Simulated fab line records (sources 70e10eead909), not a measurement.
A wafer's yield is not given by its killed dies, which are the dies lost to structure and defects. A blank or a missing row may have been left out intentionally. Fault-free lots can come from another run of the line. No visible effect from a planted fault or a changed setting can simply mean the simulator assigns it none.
fab line records / flow nandHarc / part 2 of 2: steps 24 to 33 of 33
record lots=5 wafers=15 lastDay=33
route steps=1302 shown A_BLC@1118 A_M0@1137
lots with no fault: from the same line, run without faults
startH: hours from the record's first day to the start of the lot's first wafer shown / waitH: hours since the lot's step before / " identical to the entry in the row above / L1.1+2: several wafers, shown together as one row / - no value present, or no start provided / * or withheld: withheld / < > ~ a bound
route shown NAME@n: names a module that has steps shown in the file, with the first one's number in the route / usual: mean and standard deviation over wafers with no fault / same: alike in all rows / chamber/n: place in a boat / sites: the reading at each site / _std_site: the values' standard deviation / _edge_site: outer sites' mean less inner sites' / radiusMm: for every site, how far away it sits from the centre of the wafer / mask NAME#n: copy n / behind: the most recent tool/chamber to have shaped the wafer / hold: cause of the lot's hold/its duration in hours/its outcome / device: names the non-switching transistor (n, p or np) / end of line: the route-end tests of the same wafers / a step without rows: its recipe alone / killed: dies that structure and defects cost at the first sort, which is not the same as the wafer's yield / map: per-die view of a wafer (x killed, . not killed, _ where there is no die)
set.NAME: setting as actually run; set.NAME@STEP: the setting as run at that earlier step / model.NAME: the simulator's own value behind a step, which no gauge read
lots at selected steps of the route; one table per step, one row per wafer
services: the hour from which a tool's chamber was out of use, counted from the record's first day as startH (under 0 if before that day), plus the number of hours and why
## steps
# step NHARC_A_M0_SOFTBAKE_04
# recipe tempC=105 timeS=55
lot.wafer=L077.4+5+6 tool=lithoTrack-04 chamber=0 startH=- waitH=-
lot.wafer=L081.2+4+6 tool=lithoTrack-01 chamber=0 startH=- waitH=-
lot.wafer=L085.3+5+6 tool=lithoTrack-04 chamber=0 startH=- waitH=-
lot.wafer=L089.1+2+5 tool=lithoTrack-06 chamber=0 startH=- waitH=-
lot.wafer=L093.1+5+6 tool=lithoTrack-06 chamber=0 startH=- waitH=-
# step NHARC_A_M0_EBR_05
lot.wafer=L077.4+5+6 tool=lithoTrack-04 chamber=0 startH=- waitH=-
lot.wafer=L081.2+4+6 tool=lithoTrack-01 chamber=0 startH=- waitH=-
lot.wafer=L085.3+5+6 tool=lithoTrack-04 chamber=0 startH=- waitH=-
lot.wafer=L089.1+2+5 tool=lithoTrack-06 chamber=0 startH=- waitH=-
lot.wafer=L093.1+5+6 tool=lithoTrack-06 chamber=0 startH=- waitH=-
# step NHARC_A_M0_EXPOSE_06
# recipe na=1.35 targetCdNm=80 doseMj=83.25 maskId=A_M0
# usual focusOffsetNm=0.0/0.46
# same na=1.35
lot.wafer=L077.4 tool=arfiScanner-01 chamber=0 startH=548.19 waitH=- mask=A_M0#0 focusOffsetNm=0.1
lot.wafer=L077.5 tool=arfiScanner-01 chamber=0 startH=548.19 waitH=- mask=A_M0#0 focusOffsetNm=0.7
lot.wafer=L077.6 tool=arfiScanner-01 chamber=0 startH=548.19 waitH=- mask=A_M0#0 focusOffsetNm=0.3
lot.wafer=L081.2 tool=arfiScanner-01 chamber=0 startH=618.18 waitH=- mask=A_M0#0 focusOffsetNm=-0.2
lot.wafer=L081.4 tool=arfiScanner-01 chamber=0 startH=618.18 waitH=- mask=A_M0#0 focusOffsetNm=-0.4
lot.wafer=L081.6 tool=arfiScanner-01 chamber=0 startH=618.18 waitH=- mask=A_M0#0 focusOffsetNm=-0.2
lot.wafer=L085.3 tool=arfiScanner-03 chamber=0 startH=645.87 waitH=- mask=A_M0#0 focusOffsetNm=0.7
lot.wafer=L085.5 tool=arfiScanner-03 chamber=0 startH=645.87 waitH=- mask=A_M0#0 focusOffsetNm=-0.2
lot.wafer=L085.6 tool=arfiScanner-03 chamber=0 startH=645.87 waitH=- mask=A_M0#0 focusOffsetNm=0.2
lot.wafer=L089.1 tool=arfiScanner-02 chamber=0 startH=673.21 waitH=- mask=A_M0#0 focusOffsetNm=0.3
lot.wafer=L089.2 tool=arfiScanner-02 chamber=0 startH=673.21 waitH=- mask=A_M0#0 focusOffsetNm=0.0
lot.wafer=L089.5 tool=arfiScanner-02 chamber=0 startH=673.21 waitH=- mask=A_M0#0 focusOffsetNm=0.2
lot.wafer=L093.1 tool=arfiScanner-02 chamber=0 startH=737.47 waitH=- mask=A_M0#0 focusOffsetNm=0.2
lot.wafer=L093.5 tool=arfiScanner-02 chamber=0 startH=737.47 waitH=- mask=A_M0#0 focusOffsetNm=-0.4
lot.wafer=L093.6 tool=arfiScanner-02 chamber=0 startH=737.47 waitH=- mask=A_M0#0 focusOffsetNm=-0.3
# step NHARC_A_M0_PEB_07
# recipe pebTempC=100 pebTimeS=65
lot.wafer=L077.4+5+6 tool=lithoTrack-04 chamber=0 startH=548.24 waitH=0.0
lot.wafer=L081.2+4+6 tool=lithoTrack-06 chamber=0 startH=618.23 waitH=0.1
lot.wafer=L085.3+5+6 tool=lithoTrack-06 chamber=0 startH=645.92 waitH=0.0
lot.wafer=L089.1+2+5 tool=lithoTrack-04 chamber=0 startH=673.27 waitH=0.1
lot.wafer=L093.1+5+6 tool=lithoTrack-01 chamber=0 startH=737.53 waitH=0.1
# step NHARC_A_M0_DEVELOP_08
# recipe developTimeS=35 devTempC=23
lot.wafer=L077.4+5+6 tool=lithoTrack-04 chamber=0 startH=- waitH=-
lot.wafer=L081.2+4+6 tool=lithoTrack-06 chamber=0 startH=- waitH=-
lot.wafer=L085.3+5+6 tool=lithoTrack-06 chamber=0 startH=- waitH=-
lot.wafer=L089.1+2+5 tool=lithoTrack-04 chamber=0 startH=- waitH=-
lot.wafer=L093.1+5+6 tool=lithoTrack-01 chamber=0 startH=- waitH=-
# step NHARC_A_M0_CD_MEAS_09
# recipe targetCdNm=80 landingEnergyEv=500
# usual cdNm=80.0/0.63
lot.wafer=L077.4 tool=cdSem-01 chamber=0 startH=548.32 waitH=- cdNm=79.2
lot.wafer=L077.5 tool=cdSem-01 chamber=0 startH=548.32 waitH=- cdNm=78.7
lot.wafer=L077.6 tool=cdSem-01 chamber=0 startH=548.32 waitH=- cdNm=79.8
lot.wafer=L081.2 tool=cdSem-03 chamber=0 startH=618.31 waitH=- cdNm=81.7
lot.wafer=L081.4 tool=cdSem-03 chamber=0 startH=618.31 waitH=- cdNm=81.1
lot.wafer=L081.6 tool=cdSem-03 chamber=0 startH=618.31 waitH=- cdNm=81.3
lot.wafer=L085.3 tool=cdSem-03 chamber=0 startH=646.00 waitH=- cdNm=79.9
lot.wafer=L085.5 tool=cdSem-03 chamber=0 startH=646.00 waitH=- cdNm=80.6
lot.wafer=L085.6 tool=cdSem-03 chamber=0 startH=646.00 waitH=- cdNm=80.5
lot.wafer=L089.1 tool=cdSem-01 chamber=0 startH=673.35 waitH=- cdNm=80.6
lot.wafer=L089.2 tool=cdSem-01 chamber=0 startH=673.35 waitH=- cdNm=79.7
lot.wafer=L089.5 tool=cdSem-01 chamber=0 startH=673.35 waitH=- cdNm=80.6
lot.wafer=L093.1 tool=cdSem-03 chamber=0 startH=737.61 waitH=- cdNm=80.7
lot.wafer=L093.5 tool=cdSem-03 chamber=0 startH=737.61 waitH=- cdNm=80.7
lot.wafer=L093.6 tool=cdSem-03 chamber=0 startH=737.61 waitH=- cdNm=80.1
# step NHARC_A_M0_OVL_MEAS_10
# recipe pitchNm=160
# usual overlayXNm=0.1/0.94 overlayYNm=0.0/0.72
lot.wafer=L077.4 tool=overlay-01 chamber=- startH=548.40 waitH=- overlayXNm=-0.4 overlayYNm=0.9
lot.wafer=L077.5 tool=overlay-01 chamber=- startH=548.40 waitH=- overlayXNm=-0.1 overlayYNm=0.2
lot.wafer=L077.6 tool=overlay-01 chamber=- startH=548.40 waitH=- overlayXNm=0.1 overlayYNm=0.8
lot.wafer=L081.2 tool=overlay-02 chamber=- startH=618.40 waitH=- overlayXNm=1.1 overlayYNm=-0.1
lot.wafer=L081.4 tool=overlay-02 chamber=- startH=618.40 waitH=- overlayXNm=1.4 overlayYNm=-1.0
lot.wafer=L081.6 tool=overlay-02 chamber=- startH=618.40 waitH=- overlayXNm=0.8 overlayYNm=-0.5
lot.wafer=L085.3 tool=overlay-02 chamber=- startH=646.09 waitH=- overlayXNm=0.5 overlayYNm=0.1
lot.wafer=L085.5 tool=overlay-02 chamber=- startH=646.09 waitH=- overlayXNm=0.0 overlayYNm=0.1
lot.wafer=L085.6 tool=overlay-02 chamber=- startH=646.09 waitH=- overlayXNm=-0.3 overlayYNm=0.4
lot.wafer=L089.1 tool=overlay-02 chamber=- startH=673.44 waitH=- overlayXNm=-2.1 overlayYNm=1.3
lot.wafer=L089.2 tool=overlay-02 chamber=- startH=673.44 waitH=- overlayXNm=-2.1 overlayYNm=1.5
lot.wafer=L089.5 tool=overlay-02 chamber=- startH=673.44 waitH=- overlayXNm=-2.2 overlayYNm=1.2
lot.wafer=L093.1 tool=overlay-01 chamber=- startH=737.70 waitH=- overlayXNm=-0.2 overlayYNm=0.0
lot.wafer=L093.5 tool=overlay-01 chamber=- startH=737.70 waitH=- overlayXNm=0.0 overlayYNm=-0.3
lot.wafer=L093.6 tool=overlay-01 chamber=- startH=737.70 waitH=- overlayXNm=-0.4 overlayYNm=-0.4
# step NHARC_A_M0_INSPECT_11
# usual rawDefectCount=95/35
lot.wafer=L077.4 tool=defectInspect-02 chamber=- startH=548.44 waitH=0.0 rawDefectCount=160
lot.wafer=L077.5 tool=defectInspect-02 chamber=- startH=548.44 waitH=0.0 rawDefectCount=155
lot.wafer=L077.6 tool=defectInspect-02 chamber=- startH=548.44 waitH=0.0 rawDefectCount=137
lot.wafer=L081.2 tool=defectInspect-01 chamber=- startH=618.44 waitH=0.0 rawDefectCount=36
lot.wafer=L081.4 tool=defectInspect-01 chamber=- startH=618.44 waitH=0.0 rawDefectCount=34
lot.wafer=L081.6 tool=defectInspect-01 chamber=- startH=618.44 waitH=0.0 rawDefectCount=36
lot.wafer=L085.3 tool=defectInspect-01 chamber=- startH=646.12 waitH=0.0 rawDefectCount=59
lot.wafer=L085.5 tool=defectInspect-01 chamber=- startH=646.12 waitH=0.0 rawDefectCount=76
lot.wafer=L085.6 tool=defectInspect-01 chamber=- startH=646.12 waitH=0.0 rawDefectCount=60
lot.wafer=L089.1 tool=defectInspect-01 chamber=- startH=673.48 waitH=0.0 rawDefectCount=87
lot.wafer=L089.2 tool=defectInspect-01 chamber=- startH=673.48 waitH=0.0 rawDefectCount=86
lot.wafer=L089.5 tool=defectInspect-01 chamber=- startH=673.48 waitH=0.0 rawDefectCount=57
lot.wafer=L093.1 tool=defectInspect-01 chamber=- startH=737.73 waitH=0.0 rawDefectCount=76
lot.wafer=L093.5 tool=defectInspect-01 chamber=- startH=737.73 waitH=0.0 rawDefectCount=89
lot.wafer=L093.6 tool=defectInspect-01 chamber=- startH=737.73 waitH=0.0 rawDefectCount=100
# step NHARC_A_M0_DESCUM_14
# recipe timeS=3 o2FlowSccm=200 arFlowSccm=0 biasPowerW=0 chemistry=O2
# usual drypumpMotorCurrentA=5.5/0.47 o2FlowSccm=200.0/0.57 oesProductAu=0.998/0.0093 rfVppV=57.7/0.9 showerheadPlenumPTorr=1.91/0.078 throttleValvePct=11.312/0.009
lot.wafer=L077.4 tool=rieDiel-09 chamber=1 startH=548.51 waitH=0.1 drypumpMotorCurrentA=6.3 o2FlowSccm=200.3 oesProductAu=0.986 rfHoursCounterH=3 rfVppV=59.8 showerheadPlenumPTorr=2.03 throttleValvePct=11.300
lot.wafer=L077.5 tool=rieDiel-09 chamber=0 startH=548.51 waitH=0.1 drypumpMotorCurrentA=5.7 o2FlowSccm=200.2 oesProductAu=0.993 rfHoursCounterH=- rfVppV=56.9 showerheadPlenumPTorr=1.89 throttleValvePct=11.300
lot.wafer=L077.6 tool=rieDiel-09 chamber=1 startH=548.51 waitH=0.1 drypumpMotorCurrentA=6.3 o2FlowSccm=199.7 oesProductAu=0.991 rfHoursCounterH=- rfVppV=56.4 showerheadPlenumPTorr=2.03 throttleValvePct=11.308
lot.wafer=L081.4 tool=rieDiel-09 chamber=0 startH=618.50 waitH=0.1 drypumpMotorCurrentA=5.7 o2FlowSccm=200.0 oesProductAu=0.985 rfHoursCounterH=7 rfVppV=56.9 showerheadPlenumPTorr=1.89 throttleValvePct=11.290
lot.wafer=L081.2 tool=rieDiel-09 chamber=1 startH=618.50 waitH=0.1 drypumpMotorCurrentA=6.3 o2FlowSccm=199.6 oesProductAu=0.984 rfHoursCounterH=5 rfVppV=58.8 showerheadPlenumPTorr=2.03 throttleValvePct=11.302
lot.wafer=L081.6 tool=rieDiel-09 chamber=3 startH=618.50 waitH=0.1 drypumpMotorCurrentA=4.9 o2FlowSccm=199.5 oesProductAu=1.011 rfHoursCounterH=- rfVppV=57.3 showerheadPlenumPTorr=1.88 throttleValvePct=11.316
lot.wafer=L085.3 tool=rieDiel-09 chamber=1 startH=646.21 waitH=0.1 drypumpMotorCurrentA=6.3 o2FlowSccm=199.0 oesProductAu=0.979 rfHoursCounterH=7 rfVppV=57.7 showerheadPlenumPTorr=2.03 throttleValvePct=11.322
lot.wafer=L085.5 tool=rieDiel-09 chamber=2 startH=646.21 waitH=0.1 drypumpMotorCurrentA=5.3 o2FlowSccm=200.8 oesProductAu=1.005 rfHoursCounterH=- rfVppV=57.1 showerheadPlenumPTorr=2.00 throttleValvePct=11.328
lot.wafer=L085.6 tool=rieDiel-09 chamber=3 startH=646.21 waitH=0.1 drypumpMotorCurrentA=4.9 o2FlowSccm=199.5 oesProductAu=0.998 rfHoursCounterH=- rfVppV=57.3 showerheadPlenumPTorr=1.88 throttleValvePct=11.313
lot.wafer=L089.2 tool=rieDiel-09 chamber=2 startH=673.55 waitH=0.1 drypumpMotorCurrentA=5.3 o2FlowSccm=200.4 oesProductAu=1.010 rfHoursCounterH=9 rfVppV=56.5 showerheadPlenumPTorr=2.00 throttleValvePct=11.306
lot.wafer=L089.1 tool=rieDiel-09 chamber=3 startH=673.55 waitH=0.1 drypumpMotorCurrentA=4.9 o2FlowSccm=200.8 oesProductAu=0.999 rfHoursCounterH=9 rfVppV=56.8 showerheadPlenumPTorr=1.88 throttleValvePct=11.307
lot.wafer=L089.5 tool=rieDiel-09 chamber=0 startH=673.55 waitH=0.1 drypumpMotorCurrentA=5.7 o2FlowSccm=200.3 oesProductAu=0.996 rfHoursCounterH=- rfVppV=58.0 showerheadPlenumPTorr=1.89 throttleValvePct=11.319
lot.wafer=L093.1 tool=rieDiel-09 chamber=0 startH=737.80 waitH=0.1 drypumpMotorCurrentA=5.7 o2FlowSccm=199.3 oesProductAu=1.000 rfHoursCounterH=3 rfVppV=56.9 showerheadPlenumPTorr=1.89 throttleValvePct=11.327
lot.wafer=L093.6 tool=rieDiel-09 chamber=0 startH=737.80 waitH=0.1 drypumpMotorCurrentA=5.7 o2FlowSccm=199.1 oesProductAu=0.995 rfHoursCounterH=- rfVppV=55.8 showerheadPlenumPTorr=1.89 throttleValvePct=11.306
lot.wafer=L093.5 tool=rieDiel-09 chamber=1 startH=737.80 waitH=0.1 drypumpMotorCurrentA=6.3 o2FlowSccm=199.7 oesProductAu=0.987 rfHoursCounterH=- rfVppV=57.4 showerheadPlenumPTorr=2.03 throttleValvePct=11.307
# step NHARC_A_M0_ETCH_34
# recipe targetDepthA=400 overetchA=120 timeS=43.94 ionEnergyEv=200 n2FlowSccm=150 h2FlowSccm=150 arFlowSccm=0 rfW=400 biasW=150 chemistry=N2/H2
# usual drypumpMotorCurrentA=5.5/0.48 n2FlowSccm=150.0/0.48 oesProductAu=0.999/0.0093 rfVppV=430.2/2.4 showerheadPlenumPTorr=2.03/0.085 throttleValvePct=14.170/0.011
lot.wafer=L077.4 tool=rieDiel-09 chamber=0 startH=548.59 waitH=0.1 drypumpMotorCurrentA=5.7 n2FlowSccm=149.5 oesProductAu=1.004 rfHoursCounterH=3 rfVppV=429.8 showerheadPlenumPTorr=2.02 throttleValvePct=14.177
lot.wafer=L077.6 tool=rieDiel-09 chamber=3 startH=548.59 waitH=0.1 drypumpMotorCurrentA=4.9 n2FlowSccm=149.9 oesProductAu=1.006 rfHoursCounterH=- rfVppV=429.4 showerheadPlenumPTorr=2.00 throttleValvePct=14.173
lot.wafer=L077.5 tool=rieDiel-09 chamber=0 startH=548.59 waitH=0.1 drypumpMotorCurrentA=5.7 n2FlowSccm=149.6 oesProductAu=1.007 rfHoursCounterH=- rfVppV=431.7 showerheadPlenumPTorr=2.02 throttleValvePct=14.184
lot.wafer=L081.4 tool=rieDiel-09 chamber=2 startH=618.59 waitH=0.1 drypumpMotorCurrentA=5.3 n2FlowSccm=150.1 oesProductAu=0.983 rfHoursCounterH=6 rfVppV=432.8 showerheadPlenumPTorr=2.13 throttleValvePct=14.162
lot.wafer=L081.2 tool=rieDiel-09 chamber=3 startH=618.59 waitH=0.1 drypumpMotorCurrentA=4.9 n2FlowSccm=149.6 oesProductAu=1.004 rfHoursCounterH=6 rfVppV=428.1 showerheadPlenumPTorr=2.00 throttleValvePct=14.184
lot.wafer=L081.6 tool=rieDiel-09 chamber=1 startH=618.59 waitH=0.1 drypumpMotorCurrentA=6.3 n2FlowSccm=150.5 oesProductAu=0.988 rfHoursCounterH=- rfVppV=432.8 showerheadPlenumPTorr=2.17 throttleValvePct=14.176
lot.wafer=L085.3 tool=rieDiel-09 chamber=1 startH=646.27 waitH=0.1 drypumpMotorCurrentA=6.3 n2FlowSccm=150.1 oesProductAu=0.991 rfHoursCounterH=7 rfVppV=434.5 showerheadPlenumPTorr=2.17 throttleValvePct=14.165
lot.wafer=L085.5 tool=rieDiel-09 chamber=0 startH=646.27 waitH=0.1 drypumpMotorCurrentA=5.7 n2FlowSccm=150.4 oesProductAu=0.998 rfHoursCounterH=- rfVppV=428.6 showerheadPlenumPTorr=2.02 throttleValvePct=14.158
lot.wafer=L085.6 tool=rieDiel-09 chamber=1 startH=646.27 waitH=0.1 drypumpMotorCurrentA=6.3 n2FlowSccm=150.1 oesProductAu=0.985 rfHoursCounterH=- rfVppV=434.0 showerheadPlenumPTorr=2.17 throttleValvePct=14.166
lot.wafer=L089.2 tool=rieDiel-09 chamber=2 startH=673.62 waitH=0.1 drypumpMotorCurrentA=5.3 n2FlowSccm=149.3 oesProductAu=1.000 rfHoursCounterH=9 rfVppV=432.9 showerheadPlenumPTorr=2.13 throttleValvePct=14.157
lot.wafer=L089.1 tool=rieDiel-09 chamber=3 startH=673.62 waitH=0.1 drypumpMotorCurrentA=4.9 n2FlowSccm=149.9 oesProductAu=0.986 rfHoursCounterH=9 rfVppV=428.5 showerheadPlenumPTorr=2.00 throttleValvePct=14.172
lot.wafer=L089.5 tool=rieDiel-09 chamber=2 startH=673.62 waitH=0.1 drypumpMotorCurrentA=5.3 n2FlowSccm=149.7 oesProductAu=1.001 rfHoursCounterH=- rfVppV=433.1 showerheadPlenumPTorr=2.13 throttleValvePct=14.185
lot.wafer=L093.1 tool=rieDiel-09 chamber=3 startH=737.89 waitH=0.1 drypumpMotorCurrentA=4.9 n2FlowSccm=149.5 oesProductAu=1.010 rfHoursCounterH=3 rfVppV=428.2 showerheadPlenumPTorr=2.00 throttleValvePct=14.178
lot.wafer=L093.6 tool=rieDiel-09 chamber=2 startH=737.89 waitH=0.1 drypumpMotorCurrentA=5.3 n2FlowSccm=150.2 oesProductAu=0.997 rfHoursCounterH=- rfVppV=432.2 showerheadPlenumPTorr=2.13 throttleValvePct=14.160
lot.wafer=L093.5 tool=rieDiel-09 chamber=3 startH=737.89 waitH=0.1 drypumpMotorCurrentA=4.9 n2FlowSccm=150.0 oesProductAu=1.006 rfHoursCounterH=- rfVppV=429.0 showerheadPlenumPTorr=2.00 throttleValvePct=14.166
## services
tool=lithoTrack-06 chamber=- startH=529.00 hours=7.0 kind=pm
tool=rieDiel-09 chamber=3 startH=544.75 hours=3.4 kind=repair
tool=lithoTrack-04 chamber=- startH=553.00 hours=7.0 kind=pm
tool=rieDiel-09 chamber=1 startH=570.75 hours=21.0 kind=repair
tool=rieDiel-11 chamber=3 startH=571.25 hours=4.8 kind=repair
tool=rieDiel-11 chamber=3 startH=579.37 hours=5.2 kind=repair
tool=rieDiel-10 chamber=0 startH=581.87 hours=2.6 kind=repair
tool=pvdSputter-01 chamber=- startH=582.04 hours=10.0 kind=pm
tool=rieDiel-10 chamber=- startH=596.50 hours=9.0 kind=pm
tool=rieDiel-11 chamber=- startH=609.53 hours=9.0 kind=pm
tool=rieDiel-12 chamber=- startH=622.40 hours=9.0 kind=pm
tool=rieDiel-09 chamber=- startH=625.80 hours=0.3 kind=repair
tool=rieDiel-10 chamber=0 startH=651.02 hours=7.8 kind=repair
tool=rieDiel-09 chamber=3 startH=657.87 hours=2.5 kind=repair
tool=rieDiel-11 chamber=3 startH=672.42 hours=6.2 kind=repair
tool=rieDiel-09 chamber=- startH=674.10 hours=9.0 kind=pm
tool=lithoTrack-01 chamber=- startH=680.00 hours=7.0 kind=pm
tool=pvdSputter-01 chamber=- startH=684.99 hours=8.9 kind=repair
tool=rieDiel-11 chamber=1 startH=686.24 hours=4.4 kind=repair
tool=rieDiel-10 chamber=0 startH=694.04 hours=4.3 kind=repair
tool=rieDiel-11 chamber=- startH=702.20 hours=1.1 kind=repair
tool=lithoTrack-06 chamber=- startH=704.00 hours=7.0 kind=pm
tool=rieDiel-12 chamber=2 startH=706.26 hours=2.7 kind=repair
tool=lithoTrack-04 chamber=- startH=728.00 hours=7.0 kind=pm
